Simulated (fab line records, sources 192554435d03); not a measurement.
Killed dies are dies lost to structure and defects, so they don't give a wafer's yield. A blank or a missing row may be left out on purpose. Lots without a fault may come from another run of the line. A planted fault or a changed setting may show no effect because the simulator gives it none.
fab line records | flow n5_finfet
record lots=5 wafers=15 last_day=18
route steps=1938 shown BEOL_M5@1170 BEOL_M6@1194
lots that met no fault: from a run of the same line without faults
start_h: hours from the record's first day to the start of the lot's first wafer shown | wait_h: hours since the lot's step before | " the same as in the row above | L1.1+2: a row that stands for several wafers | - no value, or no start given | * or withheld: withheld | < > ~ a bound
route shown NAME@n: a module of which the file shows steps, and the number in the route of the first | usual: mean/standard deviation of fault-free wafers | same: alike in all rows | chamber/n: place in a boat | sites: the reading at each site | _std_site: their standard deviation | _edge_site: outer sites' mean less inner sites' | radius_mm: how far each site lies from the wafer's centre | mask NAME#n: copy n | behind: the tool/chamber that last shaped the wafer | hold: why the lot was held/for how many hours/how that ended | device: the transistor (n, p or np) that didn't switch | end of line: the same wafers' tests at the end of the route | a step without rows: its recipe alone | killed: dies lost to structure and defects at the first sort, not the wafer's yield | map: a wafer's dies, x killed, . not, _ none there
set.NAME: the setting as run; set.NAME@STEP: as run at that earlier step | model.NAME: the simulator's own value behind a step, which no gauge read
lots at some steps of the route; a table a step, a row a wafer
services: from which hour (start_h, from the record's first day; less than 0 if before it) a tool's chamber was out of use, for how many hours, and why
## steps
# step N5_BEOL_M5_DEGAS_44
# recipe ambient=vacuum temp_c=250 time_s=60
# usual heater_power_w=329/23
# columns lot.wafer tool chamber start_h wait_h heater_power_w
L075.1 pvd_sputter-02 - 227.51 0.3 314
L075.2 " - " " 345
L075.4 " - " " 288
L076.2 pvd_sputter-03 - 233.01 0.4 328
L076.3 " - " " 362
L076.6 " - " " 327
L083.1 pvd_sputter-02 - 260.10 1.9 304
L083.3 " - " " 314
L083.4 " - " " 285
L080.2 pvd_sputter-02 - 268.60 0.5 311
L080.4 " - " " 329
L080.5 " - " " 318
L092.2 pvd_sputter-01 - 332.15 0.8 294
L092.4 " - " " 335
L092.6 " - " " 346
# step N5_BEOL_M5_PRE_CLEAN_45
# recipe gas=H2/He time_s=30 temp_c=250
# usual heater_power_w=330/24
# columns lot.wafer tool chamber start_h wait_h heater_power_w
L075.1 pvd_sputter-02 - 227.55 0.0 317
L075.2 " - " " 351
L075.4 " - " " 287
L076.2 pvd_sputter-03 - 233.05 0.0 325
L076.3 " - " " 356
L076.6 " - " " 318
L083.1 pvd_sputter-02 - 260.14 0.0 308
L083.3 " - " " 319
L083.4 " - " " 285
L080.2 pvd_sputter-02 - 268.64 0.0 307
L080.4 " - " " 323
L080.5 " - " " 318
L092.2 pvd_sputter-01 - 332.19 0.0 301
L092.4 " - " " 340
L092.6 " - " " 342
# step N5_BEOL_M5_ALD_86
# recipe material=TaN target_thk_a=* temp_c=275 ald_precursor_family=PDMAT ald_co_reactant=NH3 pressure_torr=3 carrier_flow_sccm=1500 pulse_time_s=2 purge_time_s=3 co_reactant_purge_time_s=2 co_reactant_pulse_time_s=3 ald_cycles=30 precursor_vessel_temp_c=75 precursor_vessel_pressure_torr=26.25 precursor_vessel_carrier_sccm=1000
# usual chamber_pressure_Torr=2.999/0.0061 heater_power_w=422/33 precursor_vessel_pressure_torr=26.25/0.052
# columns lot.wafer tool chamber start_h wait_h chamber_pressure_Torr heater_power_w precursor_vessel_pressure_torr
L075.1 ald_metal-02 1 227.61 0.0 3.000 437 26.24
L075.2 " 2 " " 2.986 467 26.42
L075.4 " 3 " " 3.001 402 26.29
L076.2 ald_metal-04 2 233.18 0.1 2.992 445 26.28
L076.3 " 3 " " 3.000 407 26.22
L076.6 " 1 " " 3.003 490 26.29
L083.1 ald_metal-02 0 260.22 0.1 3.005 420 26.29
L083.3 " 3 " " 2.999 417 26.33
L083.4 " 1 " " 2.995 430 26.27
L080.2 ald_metal-01 0 268.72 0.1 2.990 421 26.19
L080.4 " 2 " " 3.005 417 26.22
L080.5 " 2 " " 3.008 415 26.22
L092.2 ald_metal-01 2 332.25 0.0 2.998 419 26.25
L092.4 " 3 " " 3.003 387 26.31
L092.6 " 2 " " 3.000 427 26.31
# step N5_BEOL_M5_SURFACE_TREAT_87
# recipe gas=Ar time_s=* ion_energy_ev=* ion_current_ma_cm2=0.5 pressure_mtorr=* ar_flow_sccm=30
# usual ar_flow_sccm=30.01/0.091 throttle_valve_pct=*
# columns lot.wafer tool chamber start_h wait_h ar_flow_sccm throttle_valve_pct
L075.1 pvd_sputter-03 - 227.91 0.2 30.02 *
L075.2 " - " " 29.90 *
L075.4 " - " " 30.16 *
L076.2 pvd_sputter-03 - 233.61 0.3 29.94 *
L076.3 " - " " 29.89 *
L076.6 " - " " 29.94 *
L083.1 pvd_sputter-02 - 260.46 0.1 30.13 *
L083.3 " - " " 29.84 *
L083.4 " - " " 29.97 *
L080.2 pvd_sputter-01 - 269.24 0.4 29.99 *
L080.4 " - " " 29.94 *
L080.5 " - " " 29.97 *
L092.2 pvd_sputter-02 - 332.48 0.1 29.88 *
L092.4 " - " " 30.07 *
L092.6 " - " " 30.12 *
# step N5_BEOL_M5_CVD_47
# recipe material=Co target_thk_a=30 temp_c=withheld precursor=CCTBA/H2 pressure_torr=30 time_s=216
# usual chamber_pressure_Torr=30.01/0.056
# columns lot.wafer tool chamber start_h wait_h chamber_pressure_Torr
L075.1 cvd_co-02 1 227.98 0.1 30.02
L075.2 " 2 " " 30.05
L075.4 " 1 " " 30.00
L076.2 cvd_co-01 2 233.72 0.1 30.05
L076.3 " 1 " " 30.02
L076.6 " 1 " " 30.03
L083.1 cvd_co-01 1 260.52 0.0 29.99
L083.3 " 0 " " 29.99
L083.4 " 2 " " 30.07
L080.2 cvd_co-02 0 269.31 0.0 30.05
L080.4 " 2 " " 29.95
L080.5 " 1 " " 30.05
L092.2 cvd_co-01 1 332.56 0.1 30.03
L092.4 " 0 " " 30.03
L092.6 " 2 " " 30.02
# step N5_BEOL_M5_SPUTTER_48
# recipe material=Cu target_thk_a=150 temp_c=-20 chamber_pressure_pa=0.07 power_w=withheld time_s=27.62
# usual chamber_pressure_pa=0.07002/0.00014 chuck_sensor_temp_C=-15.8/0.5 substrate_temp_c=-20.00/0.098 throttle_valve_pct=29.6/0.91
# columns lot.wafer tool chamber start_h wait_h chamber_pressure_pa chuck_sensor_temp_C substrate_temp_c throttle_valve_pct
L075.1 pvd_sputter-03 - 228.15 0.1 0.07002 -14.9 -19.93 31.1
L075.2 " - " " 0.06996 -15.3 -20.08 29.0
L075.4 " - " " 0.06995 -15.3 -19.91 28.3
L076.2 pvd_sputter-02 - 233.88 0.1 0.07007 -15.5 -19.93 29.3
L076.3 " - " " 0.06994 -15.2 -19.92 29.5
L076.6 " - " " 0.07 -15.5 -20.02 28.9
L083.1 pvd_sputter-01 - 260.73 0.1 0.06985 -16.4 -19.90 30.6
L083.3 " - " " 0.07016 -15.8 -20.05 28.5
L083.4 " - " " 0.07 -15.7 -20.06 29.2
L080.2 pvd_sputter-01 - 269.46 0.1 0.06985 -16.5 -20.02 30.7
L080.4 " - " " 0.0701 -16.0 -20.25 30.7
L080.5 " - " " 0.07005 -16.2 -19.91 30.5
L092.2 pvd_sputter-01 - 332.75 0.1 0.07024 -16.3 -20.02 30.5
L092.4 " - " " 0.06998 -15.9 -19.83 28.3
L092.6 " - " " 0.07021 -15.8 -20.17 29.1
# step N5_BEOL_M5_ANNEAL_49
# recipe temp_c=400 time_s=1800 ambient=vacuum
# usual heater_power_w=819/58
# columns lot.wafer tool chamber start_h wait_h heater_power_w
L075.1 pvd_sputter-03 - 228.23 0.0 765
L075.2 " - " " 809
L075.4 " - " " 859
L076.2 pvd_sputter-02 - 233.96 0.0 775
L076.3 " - " " 728
L076.6 " - " " 760
L083.1 pvd_sputter-01 - 260.81 0.0 865
L083.3 " - " " 773
L083.4 " - " " 904
L080.2 pvd_sputter-01 - 269.54 0.0 843
L080.4 " - " " 852
L080.5 " - " " 851
L092.2 pvd_sputter-01 - 332.83 0.0 848
L092.4 " - " " 746
L092.6 " - " " 903
# step N5_BEOL_M5_SPUTTER_81
# recipe material=Cu target_thk_a=150 temp_c=-20 chamber_pressure_pa=0.07 power_w=withheld time_s=27.62
# usual chamber_pressure_pa=0.07001/0.00014 chuck_sensor_temp_C=-15.8/0.51 substrate_temp_c=-19.99/0.11 throttle_valve_pct=29.7/0.89
# columns lot.wafer tool chamber start_h wait_h chamber_pressure_pa chuck_sensor_temp_C substrate_temp_c throttle_valve_pct
L075.1 pvd_sputter-03 - 229.23 0.5 0.07 -14.9 -19.71 30.9
L075.2 " - " " 0.07002 -15.2 -19.97 29.3
L075.4 " - " " 0.0701 -15.6 -19.94 28.6
L076.2 pvd_sputter-02 - 234.97 0.5 0.0697 -15.6 -20.00 29.5
L076.3 " - " " 0.06989 -15.2 -19.94 29.8
L076.6 " - " " 0.06997 -15.4 -20.03 29.2
L083.1 pvd_sputter-01 - 261.82 0.5 0.06975 -16.4 -20.01 30.4
L083.3 " - " " 0.07002 -15.9 -20.02 28.3
L083.4 " - " " 0.07013 -15.8 -19.97 28.8
L080.2 pvd_sputter-01 - 270.55 0.5 0.0698 -16.3 -20.29 30.7
L080.4 " - " " 0.06997 -16.0 -19.90 30.5
L080.5 " - " " 0.07006 -16.5 -20.08 30.7
L092.2 pvd_sputter-01 - 333.84 0.5 0.06993 -16.3 -19.88 30.6
L092.4 " - " " 0.07021 -16.0 -20.03 28.3
L092.6 " - " " 0.06985 -15.8 -20.05 29.0
# step N5_BEOL_M5_ANNEAL_82
# recipe temp_c=400 time_s=1800 ambient=vacuum
# usual heater_power_w=816/58
# columns lot.wafer tool chamber start_h wait_h heater_power_w
L075.1 pvd_sputter-03 - 229.31 0.0 778
L075.2 " - " " 831
L075.4 " - " " 835
L076.2 pvd_sputter-02 - 235.05 0.0 784
L076.3 " - " " 711
L076.6 " - " " 740
L083.1 pvd_sputter-01 - 261.90 0.0 843
L083.3 " - " " 743
L083.4 " - " " 909
L080.2 pvd_sputter-01 - 270.63 0.0 861
L080.4 " - " " 869
L080.5 " - " " 837
L092.2 pvd_sputter-01 - 333.92 0.0 869
L092.4 " - " " 756
L092.6 " - " " 929
# step N5_BEOL_M5_SPUTTER_83
# recipe material=Cu target_thk_a=150 temp_c=-20 chamber_pressure_pa=0.07 power_w=withheld time_s=27.62
# usual chamber_pressure_pa=0.07/0.00014 chuck_sensor_temp_C=-15.8/0.5 substrate_temp_c=-20.02/0.12 throttle_valve_pct=29.7/0.9
# columns lot.wafer tool chamber start_h wait_h chamber_pressure_pa chuck_sensor_temp_C substrate_temp_c throttle_valve_pct
L075.1 pvd_sputter-03 - 230.32 0.5 0.06984 -14.8 -20.12 31.4
L075.2 " - " " 0.07007 -15.4 -20.01 29.3
L075.4 " - " " 0.07007 -15.6 -20.02 28.5
L076.2 pvd_sputter-02 - 236.05 0.5 0.07001 -15.4 -19.97 29.6
L076.3 " - " " 0.06995 -15.2 -20.06 29.4
L076.6 " - " " 0.06997 -15.5 -19.90 29.1
L083.1 pvd_sputter-01 - 262.91 0.5 0.07001 -16.4 -19.99 30.8
L083.3 " - " " 0.06999 -16.0 -20.02 28.2
L083.4 " - " " 0.06997 -15.7 -20.13 29.1
L080.2 pvd_sputter-01 - 271.63 0.5 0.06982 -16.4 -19.96 30.8
L080.4 " - " " 0.0699 -16.0 -20.08 30.7
L080.5 " - " " 0.07001 -16.6 -20.01 30.6
L092.2 pvd_sputter-01 - 334.92 0.5 0.07002 -16.3 -20.03 30.7
L092.4 " - " " 0.06981 -15.8 -20.06 28.3
L092.6 " - " " 0.06984 -15.7 -19.82 29.2
# step N5_BEOL_M5_ANNEAL_84
# recipe temp_c=400 time_s=1800 ambient=vacuum
# usual heater_power_w=817/57
# columns lot.wafer tool chamber start_h wait_h heater_power_w
L075.1 pvd_sputter-03 - 230.40 0.0 774
L075.2 " - " " 792
L075.4 " - " " 822
L076.2 pvd_sputter-02 - 236.13 0.0 770
L076.3 " - " " 709
L076.6 " - " " 761
L083.1 pvd_sputter-01 - 262.99 0.0 837
L083.3 " - " " 739
L083.4 " - " " 898
L080.2 pvd_sputter-01 - 271.71 0.0 851
L080.4 " - " " 839
L080.5 " - " " 864
L092.2 pvd_sputter-01 - 335.00 0.0 859
L092.4 " - " " 734
L092.6 " - " " 944
# step N5_BEOL_M5_SPUTTER_88
# recipe material=Cu target_thk_a=150 temp_c=-20 chamber_pressure_pa=0.07 power_w=withheld time_s=27.62
# usual chamber_pressure_pa=0.06999/0.00015 chuck_sensor_temp_C=-15.8/0.51 substrate_temp_c=-20.00/0.1 throttle_valve_pct=29.6/0.9
# columns lot.wafer tool chamber start_h wait_h chamber_pressure_pa chuck_sensor_temp_C substrate_temp_c throttle_valve_pct
L075.1 pvd_sputter-03 - 231.41 0.5 0.07002 -14.9 -19.86 31.0
L075.2 " - " " 0.07011 -15.4 -20.05 29.1
L075.4 " - " " 0.07025 -15.6 -20.03 28.6
L076.2 pvd_sputter-02 - 237.14 0.5 0.0699 -15.7 -20.04 29.4
L076.3 " - " " 0.06992 -15.5 -20.10 29.4
L076.6 " - " " 0.06987 -15.5 -20.11 29.3
L083.1 pvd_sputter-01 - 263.99 0.5 0.07028 -16.4 -20.00 30.6
L083.3 " - " " 0.07014 -15.8 -19.93 28.4
L083.4 " - " " 0.07005 -15.6 -19.99 29.1
L080.2 pvd_sputter-01 - 272.72 0.5 0.07018 -16.0 -20.10 30.6
L080.4 " - " " 0.06992 -16.1 -20.10 30.5
L080.5 " - " " 0.07028 -16.4 -20.08 30.6
L092.2 pvd_sputter-01 - 336.01 0.5 0.07018 -16.4 -19.99 30.7
L092.4 " - " " 0.07005 -15.8 -20.00 28.5
L092.6 " - " " 0.07006 -15.9 -20.06 28.9
# step N5_BEOL_M5_ANNEAL_89
# recipe temp_c=400 time_s=1800 ambient=vacuum
# usual heater_power_w=818/57
# columns lot.wafer tool chamber start_h wait_h heater_power_w
L075.1 pvd_sputter-03 - 231.49 0.0 786
L075.2 " - " " 794
L075.4 " - " " 824
L076.2 pvd_sputter-02 - 237.22 0.0 766
L076.3 " - " " 718
L076.6 " - " " 770
L083.1 pvd_sputter-01 - 264.07 0.0 858
L083.3 " - " " 754
L083.4 " - " " 924
L080.2 pvd_sputter-01 - 272.80 0.0 845
L080.4 " - " " 873
L080.5 " - " " 841
L092.2 pvd_sputter-01 - 336.09 0.0 843
L092.4 " - " " 755
L092.6 " - " " 907
# step N5_BEOL_M5_SPUTTER_90
# recipe material=Cu target_thk_a=45 temp_c=-20 chamber_pressure_pa=0.07 power_w=withheld time_s=8.29
# usual chamber_pressure_pa=0.07001/0.00014 chuck_sensor_temp_C=-15.8/0.5 substrate_temp_c=-19.99/0.12 throttle_valve_pct=29.6/0.89
# columns lot.wafer tool chamber start_h wait_h chamber_pressure_pa chuck_sensor_temp_C substrate_temp_c throttle_valve_pct
L075.1 pvd_sputter-03 - 232.49 0.5 0.06984 -14.9 -19.90 31.2
L075.2 " - " " 0.07024 -15.2 -19.98 28.8
L075.4 " - " " 0.07004 -15.3 -19.98 28.6
L076.2 pvd_sputter-02 - 238.23 0.5 0.06992 -15.6 -20.11 29.5
L076.3 " - " " 0.0699 -15.5 -20.00 29.6
L076.6 " - " " 0.06998 -15.5 -20.13 29.2
L083.1 pvd_sputter-01 - 265.08 0.5 0.07001 -16.3 -19.88 30.4
L083.3 " - " " 0.07013 -15.8 -19.98 28.5
L083.4 " - " " 0.07017 -15.9 -19.87 29.0
L080.2 pvd_sputter-01 - 273.81 0.5 0.07002 -16.3 -20.06 30.9
L080.4 " - " " 0.06993 -15.8 -20.04 30.5
L080.5 " - " " 0.07012 -16.3 -20.07 30.4
L092.2 pvd_sputter-01 - 337.10 0.5 0.07023 -16.4 -20.00 30.5
L092.4 " - " " 0.06997 -15.8 -19.95 28.8
L092.6 " - " " 0.07006 -15.5 -20.14 28.9
# step N5_BEOL_M5_ECD_50
# recipe material=Cu target_thk_a=3000
# columns lot.wafer tool chamber start_h wait_h
L075.1+2+4 ecd_cu-01 0,1,0 232.61 0.1
L076.2+3+6 ecd_cu-02 1,1,0 238.34 0.1
L083.1+3+4 ecd_cu-01 0,0,1 265.20 0.1
L080.2+4+5 ecd_cu-02 0,1,0 273.92 0.1
L092.2+4+6 ecd_cu-02 0,1,1 337.21 0.1
# step N5_BEOL_M5_ANNEAL_51
# recipe temp_c=225 time_s=90 ambient=N2
# usual anneal_temp_c_max=225.9/0.34 wafer_temp_C_max=225.9/0.32
# columns lot.wafer tool chamber start_h wait_h anneal_temp_c_max wafer_temp_C_max
L075.1 rtp_anneal-02 0 232.70 0.1 225.9 225.9
L075.2 " 0 " " 225.9 226.0
L075.4 " 0 " " 226.1 226.0
L076.2 rtp_anneal-01 0 238.57 0.2 226.2 225.8
L076.3 " 0 " " 226.3 226.0
L076.6 " 0 " " 226.0 226.1
L083.1 rtp_anneal-01 0 265.28 0.1 226.2 225.9
L083.3 " 0 " " 226.1 225.7
L083.4 " 0 " " 226.3 225.5
L080.2 rtp_anneal-02 0 274.06 0.1 225.6 226.0
L080.4 " 0 " " 225.9 225.6
L080.5 " 0 " " 225.4 226.2
L092.2 rtp_anneal-02 0 337.34 0.1 225.7 226.4
L092.4 " 0 " " 225.6 226.2
L092.6 " 0 " " 225.4 226.4
# step N5_BEOL_M5_CMP_52
# recipe stop_on=SiCOH_lowk t_overpolish_s=6.9 down_force_psi=1 platen_rpm=50 clearing_platen_down_force_psi=1.5 clearing_platen_rpm=50 post_cmp_clean=cu_alkaline target_thk_nm=62 clearing_platen_pad_velocity_m_s=0.99484 pad_velocity_m_s=0.99484
# usual barrier_field_endpoint_s=24.8/0.93 motor_current_A=6.1/0.73 overpolish_run_s=6.899/0.0096 slurry_flow_ml_min=150.0/0.45 time_to_endpoint_s=62/4.2
# columns lot.wafer tool chamber start_h wait_h barrier_field_endpoint_s motor_current_A overpolish_run_s slurry_flow_ml_min time_to_endpoint_s
L075.1 cmp-04 1 233.01 0.3 24.8 6.8 6.883 150.0 61
L075.2 " 2 " " 24.9 5.6 6.901 150.3 65
L075.4 " 0 " " 25.7 5.9 6.905 150.4 63
L076.2 cmp-01 1 238.82 0.2 23.5 5.4 6.880 149.4 55
L076.3 " 0 " " 24.0 7.0 6.891 150.1 57
L076.6 " 2 " " 25.0 6.3 6.901 150.6 60
L083.4 cmp-01 2 265.58 0.1 24.9 6.2 6.920 150.5 60
L083.1 " 3 " " 24.8 5.6 6.889 150.4 65
L083.3 " 1 " " 24.0 5.1 6.900 149.5 53
L080.2 cmp-04 2 274.31 0.2 25.4 5.6 6.901 150.5 64
L080.4 " 3 " " 25.4 6.4 6.882 149.9 68
L080.5 " 2 " " 25.6 5.3 6.895 150.2 64
L092.2 cmp-01 0 337.61 0.2 23.2 6.6 6.903 149.6 59
L092.4 " 1 " " 24.3 5.0 6.903 149.8 57
L092.6 " 0 " " 24.0 7.1 6.902 150.5 65
# step N5_BEOL_M5_THK_MEAS_53
# recipe thk_meas_gauge=xrf reads=Cu_of_BEOL_M5_ECD_50
# usual M5_THK=61.3/2.2
# columns lot.wafer tool chamber start_h wait_h M5_THK[nm]
L075.1 film_metro-02 - 233.30 - 59.7
L075.2 " - " " 61.3
L075.4 " - " " 61.5
L076.2 film_metro-01 - 239.11 - 60.0
L076.3 " - " " 61.0
L076.6 " - " " 61.8
L083.1 film_metro-02 - 265.87 - 64.5
L083.3 " - " " 62.7
L083.4 " - " " 63.9
L080.2 film_metro-02 - 274.61 - 61.6
L080.4 " - " " 63.9
L080.5 " - " " 60.4
L092.2 film_metro-01 - 337.90 - 59.6
L092.4 " - " " 60.2
L092.6 " - " " 60.0
# step N5_BEOL_M5_PRE_CLEAN_77
# recipe gas=NH3/H2 time_s=15 temp_c=* rf_power_w=300
# usual heater_power_w=80/15 rf_fwd_power_W=296.6/1.7
# columns lot.wafer tool chamber start_h wait_h heater_power_w rf_fwd_power_W
L075.1 cvd_co-01 2 233.38 0.1 77 295.0
L075.2 " 0 " " 62 298.4
L075.4 " 2 " " 79 294.4
L076.2 cvd_co-01 1 239.15 0.0 107 300.3
L076.3 " 2 " " 76 294.3
L076.6 " 2 " " 78 295.6
L083.1 cvd_co-01 1 265.91 0.0 105 297.5
L083.3 " 0 " " 61 298.4
L083.4 " 1 " " 105 296.3
L080.2 cvd_co-02 0 274.64 0.0 92 293.6
L080.4 " 1 " " 80 295.4
L080.5 " 0 " " 90 295.6
L092.2 cvd_co-02 0 337.94 0.0 92 297.1
L092.4 " 2 " " 65 298.2
L092.6 " 2 " " 63 297.4
# step N5_BEOL_M5_CO_CAP_78
# recipe material=Co target_thk_a=20 temp_c=200 precursor=CCTBA/H2 pressure_torr=30 time_s=102.1
# usual chamber_pressure_Torr=30.00/0.069 heater_power_w=230/20
# columns lot.wafer tool chamber start_h wait_h chamber_pressure_Torr heater_power_w
L075.1 cvd_co-01 2 233.42 0.0 30.08 219
L075.2 " 0 " " 30.01 205
L075.4 " 2 " " 30.00 228
L076.2 cvd_co-01 1 239.19 0.0 30.05 261
L076.3 " 2 " " 29.96 219
L076.6 " 2 " " 30.06 229
L083.1 cvd_co-01 1 265.95 0.0 29.81 255
L083.3 " 0 " " 30.06 206
L083.4 " 1 " " 29.88 259
L080.2 cvd_co-02 0 274.68 0.0 30.06 242
L080.4 " 1 " " 29.98 227
L080.5 " 0 " " 29.97 240
L092.2 cvd_co-02 0 338.00 0.0 29.96 244
L092.4 " 2 " " 29.99 211
L092.6 " 2 " " 30.13 207
# step N5_BEOL_M5_PRE_CLEAN_55
# recipe gas=NH3 time_s=15 temp_c=withheld rf_power_w=300
# usual rf_fwd_power_W=295.1/1.9
# columns lot.wafer tool chamber start_h wait_h rf_fwd_power_W
L075.1 pecvd-02 1 233.52 0.1 296.9
L075.2 " 0 " " 296.2
L075.4 " 0 " " 295.3
L076.2 pecvd-03 1 239.28 0.1 293.3
L076.3 " 2 " " 291.3
L076.6 " 1 " " 294.0
L083.1 pecvd-02 0 266.04 0.1 295.9
L083.3 " 2 " " 295.9
L083.4 " 0 " " 295.9
L080.2 pecvd-03 0 274.78 0.1 294.5
L080.4 " 2 " " 293.4
L080.5 " 1 " " 292.2
L092.2 pecvd-03 2 338.13 0.1 292.3
L092.4 " 0 " " 296.3
L092.6 " 2 " " 292.5
# step N5_BEOL_M5_DEP_56
# recipe material=SiCN target_thk_a=80 temp_c=withheld precursor=3MS/NH3 pressure_torr=3 rf_w=202 time_s=14
# usual chamber_pressure_Torr=3.001/0.0061 rf_fwd_power_W=199.5/1 showerhead_plenum_p_Torr=3.669/0.012 throttle_valve_pct=9.1/0.64
# columns lot.wafer tool chamber start_h wait_h chamber_pressure_Torr rf_fwd_power_W showerhead_plenum_p_Torr throttle_valve_pct
L075.1 pecvd-02 1 233.54 0.0 3.009 199.4 3.663 9.2
L075.2 " 0 " " 2.991 199.8 3.679 9.4
L075.4 " 0 " " 2.996 199.3 3.688 9.2
L076.2 pecvd-03 1 239.31 0.0 3.000 199.0 3.676 8.6
L076.3 " 2 " " 2.991 197.6 3.659 8.9
L076.6 " 1 " " 2.997 198.7 3.677 8.9
L083.1 pecvd-02 0 266.07 0.0 3.001 200.0 3.688 8.9
L083.3 " 2 " " 3.006 199.4 3.671 8.2
L083.4 " 0 " " 3.002 200.1 3.680 9.1
L080.2 pecvd-03 0 274.80 0.0 3.003 199.4 3.691 10.6
L080.4 " 2 " " 3.008 197.9 3.650 9.1
L080.5 " 1 " " 3.010 198.8 3.689 8.9
L092.2 pecvd-03 2 338.16 0.0 3.012 199.2 3.642 8.9
L092.4 " 0 " " 2.997 200.7 3.683 10.7
L092.6 " 2 " " 3.007 198.4 3.644 8.9
# step N5_BEOL_M5_RS_MEAS_57
# recipe thk_meas_gauge=four-point-probe reads=Co_of_BEOL_M5_CO_CAP_78+Cu_of_BEOL_M5_ECD_50+Co_of_BEOL_M5_CVD_47+TaN_of_BEOL_M5_ALD_86
# usual M5_RS=0.390/0.016
# columns lot.wafer tool chamber start_h wait_h M5_RS[ohm/sq]
L075.1 film_metro-01 - 233.61 0.0 0.407
L075.2 " - " " 0.389
L075.4 " - " " 0.390
L076.2 film_metro-01 - 239.38 0.1 0.398
L076.3 " - " " 0.391
L076.6 " - " " 0.384
L083.1 film_metro-01 - 266.13 0.0 0.368
L083.3 " - " " 0.380
L083.4 " - " " 0.373
L080.2 film_metro-01 - 274.87 0.1 0.387
L080.4 " - " " 0.370
L080.5 " - " " 0.400
L092.2 film_metro-01 - 338.25 0.1 0.400
L092.4 " - " " 0.396
L092.6 " - " " 0.400
# step N5_BEOL_M5_INSPECT_58
# recipe inspect_instrument=darkfield mode=post_dep
# usual raw_defect_count=72/23
# columns lot.wafer tool chamber start_h wait_h raw_defect_count
L075.1 defect_inspect-02 - 233.63 0.0 92
L075.2 " - " " 86
L075.4 " - " " 69
L076.2 defect_inspect-02 - 239.40 0.0 104
L076.3 " - " " 82
L076.6 " - " " 85
L083.1 defect_inspect-02 - 266.16 0.0 59
L083.3 " - " " 66
L083.4 " - " " 55
L080.2 defect_inspect-02 - 274.89 0.0 84
L080.4 " - " " 97
L080.5 " - " " 116
L092.2 defect_inspect-01 - 338.28 0.0 58
L092.4 " - " " 57
L092.6 " - " " 48
# step N5_BEOL_M6_ILD_DEP_00
# recipe material=SiCOH_lowk target_thk_a=1797.5 temp_c=300 precursor=DEMS/porogen pressure_torr=5 rf_w=500 time_s=33.4
# usual chamber_pressure_Torr=5.000/0.01 heater_power_w=342/71 rf_fwd_power_W=494.8/2 showerhead_plenum_p_Torr=5.741/0.021 throttle_valve_pct=14.5/1.3
# columns lot.wafer tool chamber start_h wait_h chamber_pressure_Torr heater_power_w rf_fwd_power_W showerhead_plenum_p_Torr throttle_valve_pct
L075.1 pecvd-03 0 233.67 0.0 4.998 387 495.0 5.773 16.0
L075.2 " 2 " " 5.005 475 491.9 5.732 13.8
L075.4 " 2 " " 4.993 490 491.3 5.711 13.7
L076.2 pecvd-03 0 239.44 0.0 4.994 373 497.1 5.753 16.1
L076.3 " 1 " " 5.005 328 495.7 5.751 13.2
L076.6 " 2 " " 4.998 444 490.5 5.720 13.5
L083.1 pecvd-04 2 266.20 0.0 4.986 352 497.0 5.706 13.4
L083.3 " 1 " " 5.002 321 493.5 5.744 17.0
L083.4 " 2 " " 4.986 342 494.9 5.714 13.5
L080.2 pecvd-01 2 274.93 0.0 5.012 335 495.4 5.742 13.3
L080.4 " 2 " " 5.004 325 496.2 5.740 13.2
L080.5 " 1 " " 5.009 189 494.4 5.725 14.0
L092.2 pecvd-04 0 338.31 0.0 5.005 332 496.0 5.765 14.3
L092.4 " 0 " " 4.995 331 494.9 5.767 14.3
L092.6 " 2 " " 4.998 355 495.4 5.719 13.8
# step N5_BEOL_M6_CURE_74
# recipe temp_c=385 time_s=240 ambient=He/Ar material=SiCOH_lowk
# usual lamp_power_pct=52.32/0.058 wafer_temp_C_max=386.8/0.7
# columns lot.wafer tool chamber start_h wait_h lamp_power_pct wafer_temp_C_max
L075.1 uv_cure-03 1 233.73 0.0 52.32 386.4
L075.2 " 1 " " 52.43 386.9
L075.4 " 1 " " 52.28 386.0
L076.2 uv_cure-01 2 239.58 0.1 52.28 386.1
L076.3 " 2 " " 52.36 386.2
L076.6 " 2 " " 52.31 386.1
L083.1 uv_cure-03 1 266.26 0.0 52.31 386.3
L083.3 " 1 " " 52.41 386.3
L083.4 " 1 " " 52.31 386.8
L080.2 uv_cure-01 2 275.07 0.1 52.41 385.5
L080.4 " 2 " " 52.23 385.8
L080.5 " 2 " " 52.37 386.3
L092.2 uv_cure-01 0 338.49 0.2 52.30 386.7
L092.4 " 0 " " 52.24 387.6
L092.6 " 0 " " 52.28 387.6
# step N5_BEOL_M6_THK_MEAS_01
# recipe reads=SiCOH_lowk_of_BEOL_M6_ILD_DEP_00
# usual M6_ILD_THK=155.9/2.5
# columns lot.wafer tool chamber start_h wait_h M6_ILD_THK[nm]
L075.1 film_metro-01 - 234.25 0.4 155.7
L075.2 " - " " 155.4
L075.4 " - " " 158.6
L076.2 film_metro-02 - 240.01 0.4 156.0
L076.3 " - " " 155.3
L076.6 " - " " 159.0
L083.1 film_metro-01 - 266.77 0.4 155.2
L083.3 " - " " 153.1
L083.4 " - " " 156.9
L080.2 film_metro-02 - 275.51 0.4 154.1
L080.4 " - " " 158.1
L080.5 " - " " 160.7
L092.2 film_metro-01 - 338.92 0.4 154.7
L092.4 " - " " 157.3
L092.6 " - " " 158.9
## services
# columns tool chamber start_h hours kind
pecvd-02 1 206.22 2.9 repair
cmp-01 - 217.37 1.1 repair
pvd_sputter-01 - 219.23 4.0 repair
pecvd-03 1 226.92 4.8 repair
cvd_co-02 2 240.71 4.8 repair
ald_metal-01 1 242.96 2.0 repair
cvd_co-01 0 243.52 11.4 repair
pecvd-03 - 255.03 14.6 pm
cmp-01 - 269.12 8.4 pm
pecvd-02 - 270.32 28.1 pm
cmp-01 - 278.95 0.5 repair
pecvd-03 0 280.98 5.5 scheduled_down
cvd_co-02 - 285.01 2.8 pm
ald_metal-04 - 293.61 8.7 pm
pecvd-01 - 295.80 14.6 pm
pecvd-03 0 307.10 28.4 repair
uv_cure-03 - 316.49 1.0 pm
pecvd-02 1 319.53 5.5 scheduled_down
cmp-01 - 325.02 0.8 repair
cvd_co-02 1 333.33 - clean
cvd_co-02 1 333.33 22.0 scheduled_down
cvd_co-02 1 333.33 22.0 vent_cycle
cvd_co-02 - 333.80 0.5 repair
ald_metal-02 - 337.25 14.0 pm
## key
fault none
